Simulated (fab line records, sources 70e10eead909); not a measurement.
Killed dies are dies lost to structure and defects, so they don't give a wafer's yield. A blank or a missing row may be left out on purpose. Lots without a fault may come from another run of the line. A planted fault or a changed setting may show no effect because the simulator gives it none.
fab line records | flow nand_harc
record lots=24 wafers=72 last_day=33
route steps=1302 shown A_M0@1152 A_M1@1181 A_BONDPAD@1203
lots that met no fault: from a run of the same line without faults
start_h: hours from the record's first day to the start of the lot's first wafer shown | wait_h: hours since the lot's step before | " the same as in the row above | L1.1+2: a row that stands for several wafers | - no value, or no start given | * or withheld: withheld | < > ~ a bound
route shown NAME@n: a module of which the file shows steps, and the number in the route of the first | usual: mean/standard deviation of fault-free wafers | same: alike in all rows | chamber/n: place in a boat | sites: the reading at each site | _std_site: their standard deviation | _edge_site: outer sites' mean less inner sites' | radius_mm: how far each site lies from the wafer's centre | mask NAME#n: copy n | behind: the tool/chamber that last shaped the wafer | hold: why the lot was held/for how many hours/how that ended | device: the transistor (n, p or np) that didn't switch | end of line: the same wafers' tests at the end of the route | a step without rows: its recipe alone | killed: dies lost to structure and defects at the first sort, not the wafer's yield | map: a wafer's dies, x killed, . not, _ none there
set.NAME: the setting as run; set.NAME@STEP: as run at that earlier step | model.NAME: the simulator's own value behind a step, which no gauge read
steps of the route over a sample of lots; a table a step, a row a wafer
services: from which hour (start_h, from the record's first day; less than 0 if before it) a tool's chamber was out of use, for how many hours, and why
## steps
# step NHARC_A_M0_ETCH_15
# recipe target_depth_a=1500 overetch_a=150 time_s=82.5 c4f8_flow_sccm=withheld ar_flow_sccm=400 rf_w=600 bias_w=300 chemistry=C4F8/Ar
# usual chamber_pressure_mTorr=25.003/0.023 oes_product_au=0.952/0.026 rf_vpp_V=441.4/3
# columns lot.wafer tool chamber start_h wait_h chamber_pressure_mTorr oes_product_au rf_hours_counter_h rf_vpp_V
L074.3 rie_diel-02 1 - - 24.988 0.952 5.5 437.4
L074.4 " 3 " " 25.029 0.979 5.4 440.8
L074.5 " 1 " " 25.001 0.942 - 437.8
L075.4 rie_diel-05 0 - - 25.010 1.001 7.3 442.3
L075.1 " 1 " " 25.035 0.984 6.8 441.6
L075.5 " 1 " " 24.996 0.992 - 444.3
L076.3 rie_diel-10 2 - - 25.010 0.923 7.5 444.4
L076.4 " 3 " " 25.007 0.911 7.2 439.0
L076.1 " 1 " " 24.991 0.940 7.4 438.0
L078.1 rie_diel-10 3 - - 24.976 0.980 7.8 438.5
L078.4 " 0 " " 25.002 0.990 7.9 443.7
L078.6 " 0 " " 25.023 0.994 - 443.8
L077.2 rie_diel-05 3 - - 25.012 0.986 8.4 443.9
L077.4 " 1 " " 25.013 0.979 8.0 442.4
L077.6 " 3 " " 25.010 0.983 - 443.1
L079.1 rie_diel-10 1 - - 24.980 0.928 8.3 438.8
L079.2 " 2 " " 24.995 0.908 8.2 443.6
L079.6 " 1 " " 25.010 0.935 - 439.0
L080.3 rie_diel-05 2 - - 24.991 0.963 7.0 445.2
L080.1 " 3 " " 24.993 0.977 9.0 444.5
L080.2 " 1 " " 25.023 0.953 8.5 443.9
L081.3 rie_diel-10 1 - - 25.030 0.931 10.0 439.4
L081.1 " 2 " " 25.006 0.912 9.5 445.1
L081.5 " 3 " " 24.983 0.899 - 439.4
L082.1 rie_diel-02 0 - - 24.945 0.933 1.9 438.8
L082.3 " 1 " " 24.997 0.937 1.9 436.7
L082.4 " 1 " " 25.004 0.935 - 438.2
L083.2 rie_diel-10 0 - - 25.003 0.962 1.3 444.3
L083.4 " 1 " " 25.019 0.950 - 439.4
L083.5 " 2 " " 25.018 0.965 - 441.7
L084.4 rie_diel-05 1 - - 24.967 0.980 2.2 443.5
L084.1 " 3 " " 24.997 0.969 2.4 442.7
L084.3 " 0 " " 24.986 0.959 2.4 442.7
L085.2 rie_diel-02 3 - - 25.038 0.967 3.6 439.9
L085.3 " 0 " " 24.983 0.953 3.6 439.2
L085.6 " 1 " " 25.014 0.943 - 438.1
L086.4 rie_diel-10 3 - - 25.040 0.941 2.2 438.7
L086.1 " 0 " " 25.005 0.954 2.7 444.3
L086.6 " 2 " " 24.973 0.971 - 445.0
L087.4 rie_diel-02 0 - - 24.996 0.918 6.6 439.0
L087.3 " 2 " " 25.014 0.941 5.7 444.4
L087.1 " 3 " " 25.029 0.923 5.8 439.4
L088.3 rie_diel-10 2 - - 25.010 0.987 2.9 444.3
L088.4 " 3 " " 24.991 0.959 2.9 437.7
L088.6 " 2 " " 25.034 0.991 - 444.1
L089.1 rie_diel-02 2 - - 24.988 0.980 6.4 443.8
L089.2 " 1 " " 24.967 0.971 7.8 436.6
L089.6 " 2 " " 24.999 0.976 - 445.1
L090.3 rie_diel-02 3 - - 25.023 0.914 6.7 439.6
L090.4 " 0 " " 24.999 0.914 8.0 437.7
L090.5 " 2 " " 24.999 0.934 - 444.2
L091.1 rie_diel-10 1 - - 24.961 0.911 3.5 440.3
L091.2 " 3 " " 24.995 0.921 3.8 437.9
L091.6 " 2 " " 25.000 0.935 - 445.0
L092.2 rie_diel-10 1 - - 25.027 0.978 3.5 439.9
L092.1 " 0 " " 24.993 0.973 4.7 443.4
L092.6 " 1 " " 24.970 0.966 - 440.4
L093.1 rie_diel-10 2 - - 25.023 0.951 5.0 444.8
L093.5 " 2 " " 25.024 0.966 - 444.2
L093.6 " 3 " " 25.026 0.947 - 437.1
L095.1 rie_diel-02 1 - - 24.988 0.928 10.8 437.0
L095.3 " 2 " " 25.031 0.943 9.3 443.9
L095.5 " 3 " " 24.984 0.946 - 439.2
L096.4 rie_diel-02 2 - - 24.998 0.949 9.4 444.0
L096.2 " 3 " " 24.999 0.930 8.7 438.1
L096.1 " 0 " " 24.970 0.924 9.8 441.2
L094.4 rie_diel-10 2 - - 25.001 0.929 6.7 444.9
L094.1 " 0 " " 25.018 0.922 7.3 443.2
L094.6 " 3 " " 25.000 0.923 - 437.6
L097.4 rie_diel-10 1 747.88 - 24.993 1.001 7.2 438.3
L097.1 " 0 " " 25.039 0.999 8.3 445.0
L097.6 " 2 " " 24.996 0.995 - 446.0
# step NHARC_A_M0_PVD_20
# recipe target_thk_a=50 bias_v=168.6 power_w=15000 chamber_pressure_pa=0.12 time_s=8.06 substrate_temp_c=50 material=TaN
# usual throttle_valve_pct=29.7/0.96
# columns lot.wafer tool chamber start_h wait_h throttle_valve_pct
L074.3 pvd_sputter-02 - - - 29.2
L074.4 " - " " 28.1
L074.5 " - " " 28.8
L075.1 pvd_sputter-03 - - - 30.9
L075.4 " - " " 29.2
L075.5 " - " " 30.8
L076.4 pvd_sputter-03 - - - 29.9
L076.1 " - " " 29.1
L076.3 " - " " 29.9
L078.4 pvd_sputter-03 - - - 29.7
L078.1 " - " " 29.1
L078.6 " - " " 29.9
L077.4 pvd_sputter-01 - - - 29.9
L077.2 " - " " 31.5
L077.6 " - " " 30.1
L079.2 pvd_sputter-02 - - - 31.0
L079.1 " - " " 29.4
L079.6 " - " " 28.6
L080.1 pvd_sputter-02 - - - 30.9
L080.3 " - " " 28.5
L080.2 " - " " 29.4
L081.3 pvd_sputter-03 - - - 29.4
L081.1 " - " " 30.9
L081.5 " - " " 29.3
L082.3 pvd_sputter-01 - - - 31.5
L082.4 " - " " 28.3
L082.1 " - " " 28.6
L083.4 pvd_sputter-02 - - - 29.3
L083.2 " - " " 30.8
L083.5 " - " " 29.2
L084.3 pvd_sputter-01 - - - 30.2
L084.4 " - " " 29.0
L084.1 " - " " 31.5
L085.3 pvd_sputter-02 - - - 30.6
L085.2 " - " " 28.7
L085.6 " - " " 29.0
L086.1 pvd_sputter-03 - - - 29.9
L086.4 " - " " 29.1
L086.6 " - " " 30.1
L087.4 pvd_sputter-02 - - - 30.0
L087.1 " - " " 29.1
L087.3 " - " " 28.8
L088.3 pvd_sputter-01 - - - 29.0
L088.4 " - " " 31.7
L088.6 " - " " 28.2
L089.2 pvd_sputter-01 - - - 29.9
L089.1 " - " " 28.2
L089.6 " - " " 29.0
L090.4 pvd_sputter-02 - - - 30.3
L090.3 " - " " 28.8
L090.5 " - " " 30.0
L091.1 pvd_sputter-03 - - - 29.5
L091.2 " - " " 29.9
L091.6 " - " " 30.9
L092.1 pvd_sputter-03 - - - 30.6
L092.2 " - " " 29.8
L092.6 " - " " 29.5
L093.1 pvd_sputter-01 - - - 28.8
L093.6 " - " " 31.7
L093.5 " - " " 30.3
L095.3 pvd_sputter-01 - - - 30.4
L095.1 " - " " 31.8
L095.5 " - " " 30.2
L096.2 pvd_sputter-02 - - - 29.1
L096.1 " - " " 29.7
L096.4 " - " " 30.1
L094.4 pvd_sputter-02 - - - 30.1
L094.1 " - " " 28.9
L094.6 " - " " 28.4
L097.4 pvd_sputter-03 - - - 30.1
L097.1 " - " " 30.7
L097.6 " - " " 30.0
# step NHARC_A_M1_INSPECT_11
# usual raw_defect_count=86/28
# columns lot.wafer tool chamber start_h wait_h raw_defect_count
L074.3 defect_inspect-01 - 535.84 0.0 128
L074.4 " - " " 112
L074.5 " - " " 103
L075.1 defect_inspect-01 - 549.68 0.0 46
L075.4 " - " " 47
L075.5 " - " " 51
L076.1 defect_inspect-02 - 556.24 0.0 52
L076.3 " - " " 55
L076.4 " - " " 47
L078.1 defect_inspect-02 - 561.82 0.0 56
L078.4 " - " " 57
L078.6 " - " " 57
L077.2 defect_inspect-02 - 562.49 0.0 129
L077.4 " - " " 117
L077.6 " - " " 141
L079.1 defect_inspect-01 - 567.94 0.0 60
L079.2 " - " " 90
L079.6 " - " " 66
L080.1 defect_inspect-02 - 584.69 0.0 64
L080.2 " - " " 64
L080.3 " - " " 75
L081.1 defect_inspect-02 - 587.70 0.0 61
L081.3 " - " " 83
L081.5 " - " " 77
L082.1 defect_inspect-02 - 609.00 0.0 73
L082.3 " - " " 105
L082.4 " - " " 96
L083.2 defect_inspect-02 - 631.60 0.0 85
L083.4 " - " " 86
L083.5 " - " " 100
L084.1 defect_inspect-02 - 637.31 0.0 64
L084.3 " - " " 72
L084.4 " - " " 65
L085.2 defect_inspect-01 - 639.68 0.0 130
L085.3 " - " " 153
L085.6 " - " " 131
L086.1 defect_inspect-02 - 661.63 0.0 90
L086.4 " - " " 89
L086.6 " - " " 104
L087.1 defect_inspect-02 - 664.79 0.0 80
L087.3 " - " " 96
L087.4 " - " " 117
L088.3 defect_inspect-02 - 670.45 0.0 73
L088.4 " - " " 83
L088.6 " - " " 59
L089.1 defect_inspect-02 - 676.69 0.0 108
L089.2 " - " " 119
L089.6 " - " " 96
L090.3 defect_inspect-01 - 678.78 0.0 82
L090.4 " - " " 95
L090.5 " - " " 106
L091.1 defect_inspect-01 - 695.20 0.0 129
L091.2 " - " " 116
L091.6 " - " " 110
L092.1 defect_inspect-01 - 696.59 0.0 103
L092.2 " - " " 95
L092.6 " - " " 110
L093.1 defect_inspect-01 - 710.60 0.0 64
L093.5 " - " " 61
L093.6 " - " " 55
L095.1 defect_inspect-02 - 725.56 0.0 114
L095.3 " - " " 116
L095.5 " - " " 150
L096.1 defect_inspect-02 - 727.20 0.0 53
L096.2 " - " " 46
L096.4 " - " " 59
L094.1 defect_inspect-01 - 739.56 0.0 25
L094.4 " - " " 30
L094.6 " - " " 33
L097.1 defect_inspect-01 - 752.13 0.0 85
L097.4 " - " " 97
L097.6 " - " " 87
# step NHARC_A_M1_ETCH_15
# recipe target_depth_a=1825 time_s=91.2 c4f8_flow_sccm=withheld ar_flow_sccm=400 rf_w=600 bias_w=300 chemistry=C4F8/Ar
# usual chamber_pressure_mTorr=25.002/0.023 oes_product_au=0.959/0.024 rf_vpp_V=440.2/2.4
# columns lot.wafer tool chamber start_h wait_h chamber_pressure_mTorr oes_product_au rf_hours_counter_h rf_vpp_V
L074.4 rie_diel-11 1 - - 25.005 0.962 2.0 441.3
L074.3 " 3 " " 24.995 0.992 2.1 438.6
L074.5 " 2 " " 25.012 0.990 - 439.0
L075.1 rie_diel-13 1 - - 25.052 0.965 1.0 441.1
L075.4 " 3 " " 24.975 0.939 1.0 439.7
L075.5 " 1 " " 24.988 0.965 - 441.1
L076.3 rie_diel-11 3 - - 24.997 0.976 2.7 438.2
L076.1 " 0 " " 24.995 0.969 2.8 439.1
L076.4 " 2 " " 25.019 0.991 2.8 438.2
L078.1 rie_diel-11 2 - - 24.975 0.976 2.8 439.6
L078.4 " 3 " " 25.009 0.981 2.8 438.9
L078.6 " 2 " " 25.038 0.967 - 439.9
L077.2 rie_diel-11 2 - - 25.020 0.935 2.9 438.7
L077.4 " 3 " " 24.995 0.929 2.9 437.8
L077.6 " 3 " " 24.999 0.929 - 438.1
L079.2 rie_diel-01 0 - - 24.966 0.970 0.0 440.7
L079.1 " 1 " " 25.033 0.970 0.0 435.9
L079.6 " 1 " " 24.966 0.965 - 437.6
L080.1 rie_diel-11 3 - - 25.035 1.005 3.6 437.4
L080.2 " 1 " " 25.014 0.958 3.5 440.8
L080.3 " 2 " " 25.020 0.979 3.4 439.0
L081.1 rie_diel-11 0 - - 25.017 0.934 3.8 441.0
L081.3 " 1 " " 25.039 0.919 3.6 441.6
L081.5 " 0 " " 25.004 0.934 - 440.3
L082.3 rie_diel-01 3 - - 24.984 0.956 1.8 443.8
L082.4 " 1 " " 25.031 0.968 2.0 436.5
L082.1 " 2 " " 24.988 0.993 2.0 436.2
L083.2 rie_diel-11 1 - - 25.016 0.949 0.5 442.2
L083.4 " 2 " " 25.031 0.964 0.6 439.9
L083.5 " 3 " " 24.994 0.982 - 439.0
L084.1 rie_diel-11 1 - - 25.007 0.949 0.6 441.1
L084.3 " 2 " " 25.005 0.981 0.6 440.1
L084.4 " 0 " " 24.959 0.969 0.4 439.8
L085.2 rie_diel-11 3 - - 25.004 0.999 0.5 439.5
L085.3 " 2 " " 25.004 0.991 0.7 440.1
L085.6 " 3 " " 25.025 0.995 - 438.0
L086.4 rie_diel-01 3 - - 25.008 0.981 4.7 444.6
L086.1 " 1 " " 24.965 0.951 4.4 435.6
L086.6 " 2 " " 24.998 0.980 - 436.7
L087.4 rie_diel-11 1 - - 24.994 0.935 1.4 442.4
L087.3 " 2 " " 24.992 0.970 1.3 439.5
L087.1 " 3 " " 25.015 1.006 1.2 438.0
L088.4 rie_diel-01 2 - - 25.038 0.926 5.0 437.3
L088.3 " 3 " " 24.996 0.928 5.0 446.5
L088.6 " 1 " " 25.021 0.904 - 438.8
L089.1 rie_diel-11 2 - - 25.067 0.919 1.9 439.4
L089.2 " 1 " " 24.995 0.909 1.8 441.3
L089.6 " 2 " " 25.036 0.924 - 439.3
L090.3 rie_diel-13 1 - - 24.988 0.915 7.8 440.7
L090.4 " 2 " " 25.040 0.969 7.4 442.9
L090.5 " 1 " " 25.004 0.929 - 441.0
L091.1 rie_diel-11 2 - - 25.005 0.935 2.5 438.6
L091.2 " 0 " " 24.995 0.945 2.3 440.3
L091.6 " 3 " " 24.987 0.968 - 437.2
L092.2 rie_diel-01 3 - - 24.966 0.979 6.4 444.9
L092.1 " 0 " " 24.973 0.970 6.6 439.6
L092.6 " 0 " " 25.048 0.960 - 440.6
L093.1 rie_diel-01 0 - - 24.965 0.956 6.9 441.0
L093.5 " 0 " " 25.010 0.942 - 440.6
L093.6 " 1 " " 25.041 0.947 - 437.7
L095.3 rie_diel-13 1 - - 24.994 0.937 1.1 440.7
L095.1 " 2 " " 25.020 0.979 1.1 442.4
L095.5 " 1 " " 25.025 0.961 - 442.2
L096.2 rie_diel-01 3 - - 24.985 0.965 7.6 445.1
L096.1 " 0 " " 24.978 0.967 7.8 440.9
L096.4 " 1 " " 24.996 0.962 7.9 437.8
L094.1 rie_diel-11 0 - - 25.002 0.910 3.5 439.6
L094.4 " 3 " " 24.997 0.951 - 438.1
L094.6 " 0 " " 24.981 0.909 - 439.3
L097.1 rie_diel-11 3 - - 24.981 0.975 3.9 438.1
L097.4 " 1 " " 25.051 0.953 3.5 440.9
L097.6 " 3 " " 25.002 0.983 - 436.2
# step NHARC_A_M1_CMP_23
# recipe t_overpolish_s=20 target_thk_nm=154.34
# usual motor_current_A=11.5/0.8 time_to_endpoint_s=29/3
# columns lot.wafer tool chamber start_h wait_h motor_current_A time_to_endpoint_s
L074.3 cmp-02 1 538.05 - 10.9 34
L074.4 " 2 " " 13.3 30
L074.5 " 3 " " 11.7 30
L075.4 cmp-01 0 551.87 - 12.2 25
L075.1 " 2 " " 11.9 32
L075.5 " 1 " " 11.5 28
L076.1 cmp-02 0 558.43 - 10.5 29
L076.4 " 1 " " 11.1 34
L076.3 " 3 " " 11.7 27
L078.1 cmp-01 2 563.98 - 11.8 31
L078.4 " 3 " " 11.2 23
L078.6 " 2 " " 12.2 31
L077.2 cmp-04 2 564.64 - 10.8 26
L077.4 " 0 " " 13.3 28
L077.6 " 3 " " 11.5 30
L079.1 cmp-01 1 570.14 - 11.6 27
L079.2 " 3 " " 11.4 24
L079.6 " 0 " " 12.3 27
L080.2 cmp-04 2 586.90 - 10.8 27
L080.3 " 0 " " 13.1 26
L080.1 " 1 " " 12.1 27
L081.1 cmp-04 1 589.98 - 11.5 29
L081.3 " 0 " " 13.2 27
L081.5 " 2 " " 10.6 27
L082.1 cmp-04 2 611.15 - 11.0 29
L082.3 " 3 " " 10.6 35
L082.4 " 1 " " 10.8 30
L083.4 cmp-02 2 633.79 - 13.0 30
L083.2 " 0 " " 11.1 28
L083.5 " 2 " " 13.2 31
L084.1 cmp-04 2 639.47 - 11.1 28
L084.3 " 0 " " 12.7 29
L084.4 " 1 " " 11.5 28
L085.2 cmp-01 0 641.84 - 12.3 29
L085.3 " 1 " " 11.6 26
L085.6 " 0 " " 12.8 28
L086.4 cmp-01 1 663.83 - 11.2 31
L086.1 " 3 " " 10.6 23
L086.6 " 0 " " 12.2 28
L087.4 cmp-04 2 666.96 - 10.7 25
L087.1 " 3 " " 11.0 32
L087.3 " 1 " " 11.2 26
L088.4 cmp-02 3 672.63 - 12.0 25
L088.3 " 1 " " 10.8 29
L088.6 " 0 " " 10.6 25
L089.1 cmp-01 1 678.98 - 10.9 31
L089.2 " 2 " " 12.1 34
L089.6 " 0 " " 12.5 30
L090.4 cmp-02 0 680.98 - 11.3 27
L090.3 " 1 " " 10.5 33
L090.5 " 1 " " 10.8 33
L091.1 cmp-02 1 697.40 - 10.6 35
L091.2 " 3 " " 11.8 26
L091.6 " 1 " " 11.0 32
L092.1 cmp-04 0 698.82 - 12.5 26
L092.2 " 1 " " 11.5 27
L092.6 " 3 " " 10.3 29
L093.1 cmp-04 3 712.82 - 11.0 35
L093.5 " 1 " " 12.0 31
L093.6 " 2 " " 10.9 29
L095.3 cmp-04 0 727.78 - 12.9 26
L095.1 " 1 " " 11.2 29
L095.5 " 1 " " 11.3 32
L096.4 cmp-01 1 729.36 - 11.6 32
L096.2 " 2 " " 11.9 36
L096.1 " 0 " " 11.9 31
L094.4 cmp-01 2 741.81 - 12.2 31
L094.1 " 1 " " 11.3 30
L094.6 " 3 " " 10.3 26
L097.4 cmp-04 3 754.33 - 11.4 31
L097.1 " 0 " " 13.1 27
L097.6 " 2 " " 10.4 24
# step NHARC_A_BONDPAD_CMP_29
# recipe target_thk_nm=200 material=SiCN
# usual motor_current_A=11.6/0.88
# columns lot.wafer tool chamber start_h wait_h motor_current_A
L074.4 cmp-03 0 539.58 - 10.6
L074.3 " 3 " " 12.4
L074.5 " 1 " " 13.3
L075.1 cmp-01 2 553.47 - 11.8
L075.4 " 3 " " 10.7
L075.5 " 1 " " 11.8
L076.4 cmp-01 1 560.03 - 11.6
L076.1 " 2 " " 11.6
L076.3 " 3 " " 10.3
L078.4 cmp-03 3 565.59 - 11.3
L078.1 " 0 " " 10.3
L078.6 " 0 " " 10.4
L077.2 cmp-01 1 566.22 - 11.5
L077.4 " 3 " " 10.5
L077.6 " 2 " " 11.7
L079.1 cmp-01 2 571.69 - 11.3
L079.2 " 1 " " 11.9
L079.6 " 3 " " 11.0
L080.3 cmp-04 2 588.54 - 10.5
L080.2 " 3 " " 11.3
L080.1 " 0 " " 13.2
L081.3 cmp-01 0 591.62 - 12.2
L081.1 " 1 " " 11.6
L081.5 " 2 " " 12.1
L082.1 cmp-01 0 612.73 - 11.6
L082.4 " 1 " " 11.6
L082.3 " 2 " " 12.3
L083.4 cmp-03 2 636.57 - 11.7
L083.2 " 3 " " 12.0
L083.5 " 2 " " 12.3
L084.1 cmp-04 2 641.10 - 10.8
L084.3 " 0 " " 12.5
L084.4 " 1 " " 11.5
L085.3 cmp-01 2 643.45 - 11.9
L085.2 " 3 " " 11.0
L085.6 " 2 " " 12.1
L086.4 cmp-03 0 665.58 - 10.1
L086.1 " 3 " " 11.8
L086.6 " 1 " " 13.1
L087.4 cmp-04 1 668.55 - 11.4
L087.3 " 2 " " 10.8
L087.1 " 3 " " 11.4
L088.3 cmp-04 0 674.26 - 12.9
L088.4 " 1 " " 11.7
L088.6 " 3 " " 11.4
L089.2 cmp-04 2 680.62 - 11.0
L089.1 " 1 " " 11.1
L089.6 " 3 " " 10.6
L090.4 cmp-04 0 682.58 - 12.4
L090.3 " 2 " " 10.3
L090.5 " 3 " " 11.9
L091.2 cmp-03 0 698.99 - 10.5
L091.1 " 2 " " 12.0
L091.6 " 3 " " 11.7
L092.2 cmp-01 0 700.34 - 11.9
L092.1 " 1 " " 11.3
L092.6 " 1 " " 11.9
L093.1 cmp-03 3 714.41 - 11.4
L093.6 " 0 " " 10.0
L093.5 " 1 " " 12.7
L095.3 cmp-03 1 729.64 - 13.0
L095.1 " 3 " " 11.8
L095.5 " 1 " " 13.0
L096.4 cmp-01 2 730.94 - 12.2
L096.2 " 0 " " 12.2
L096.1 " 1 " " 11.3
L094.4 cmp-04 1 743.39 - 11.8
L094.1 " 2 " " 10.6
L094.6 " 1 " " 10.9
L097.1 cmp-03 1 755.92 - 13.5
L097.4 " 3 " " 12.1
L097.6 " 2 " " 12.1
## services
# columns tool chamber start_h hours kind
pvd_sputter-03 - 526.04 10.0 pm
cmp-01 - 531.72 1.4 repair
cmp-01 - 535.87 2.7 repair
cmp-03 - 554.00 4.0 pm
rie_diel-11 2 557.73 3.9 repair
pvd_sputter-02 - 558.72 4.1 repair
rie_diel-02 0 562.49 9.7 repair
pvd_sputter-03 - 569.74 2.8 repair
cmp-01 - 581.09 4.0 pm
cmp-01 - 585.50 5.5 repair
pvd_sputter-02 - 587.54 8.2 repair
rie_diel-10 - 596.50 9.0 pm
cmp-04 - 599.33 0.2 repair
cmp-04 - 601.36 4.0 pm
rie_diel-11 - 609.51 9.0 pm
rie_diel-10 1 617.49 7.7 repair
cmp-04 - 626.41 1.2 repair
rie_diel-10 3 626.86 4.2 repair
pvd_sputter-02 - 642.12 10.0 pm
pvd_sputter-02 - 662.99 6.1 repair
cmp-01 - 679.09 4.0 pm
cmp-04 - 699.36 4.0 pm
rie_diel-11 1 737.29 6.2 repair
cmp-01 - 749.88 0.8 repair
## key
fault none
